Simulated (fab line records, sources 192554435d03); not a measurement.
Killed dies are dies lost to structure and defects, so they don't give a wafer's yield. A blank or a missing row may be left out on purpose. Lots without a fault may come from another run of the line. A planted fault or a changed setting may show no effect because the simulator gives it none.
Problem report in the 8D (eight disciplines) form, filled by code | flow n5_finfet | the parts of the form that need people (team, actions taken, sign-off) are left out

1. THE PROBLEM
spin_speed_rpm at N5_BEOL_M10_COAT_22 reads a mean of 1649.5 rpm on 6 wafers of 2 lots; wafers without a fault read 1500.1 rpm with a standard deviation of 1. That is +99 or more standard deviations from the usual mean.
The step: resist thk 90 nm.
First seen on wafer L419.1, day 13 01:08, on litho_track-01. The record holds 12 wafers of 4 lots with a number at this step. Rule for "out", or "out of limits": more than 4 standard deviations from the usual mean. The other wafers with a number count as sound.

2. WHAT IT IS AND WHAT IT IS NOT
question                    | is                     | is not
which readings at this step | spin_speed_rpm         | -
which lots                  | L419, L421             | L412, L425
which wafers of those lots  | all that have a number | -
read on which tools         | litho_track-01         | litho_track-03
when                        | from day 13 01:08      | up to then (3 sound wafers); but 3 sound wafers of L425 came after

3. SUSPECTS, AND WHAT RULES EACH OUT
Counting: a tool at a process step up to the reading stays a suspect if it ran every lot that is out and no sound lot after the first of them.
- litho_track-01 at N5_BEOL_M10_COAT_22 (resist thk 90 nm): kept. It ran every lot that is out, first L419 (day 13 01:08), and no sound lot after that; its last sound lot up to then is L412 (day 10 22:03). Its own readings are out on those wafers: spin_speed_rpm.
Left after counting: litho_track-01 at N5_BEOL_M10_COAT_22.

4. THE CAUSE (what the simulator had put in)
Process parameter drift: litho_track-01, from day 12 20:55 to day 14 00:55, at N5_BEOL_M10_COAT_22. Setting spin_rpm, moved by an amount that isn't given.
Counting left only this tool.

5. THE CHAIN OF EFFECTS, in route order
Each row: a reading whose mean over the struck wafers that have a number lies more than 3 standard deviations from the usual. Only readings for which the record gives a usual standard deviation are gone through. hours: the time from each lot's start at the first step in this table that gives one to its start at this step, as a median over the lots. sigmas: the change in usual standard deviations.
hours | step                | reading        | usual      | on struck wafers | change | sigmas
0     | N5_BEOL_M10_COAT_22 | spin_speed_rpm | 1500.1 rpm | 1649.5           | +149.4 | +99 or more
The process steps in it:
- N5_BEOL_M10_COAT_22: resist thk 90 nm.

6. WHAT WOULD HAVE CAUGHT IT SOONER
In this record the first reading out of limits was taken at day 13 01:08, 4 hours after the fault began at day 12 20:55.
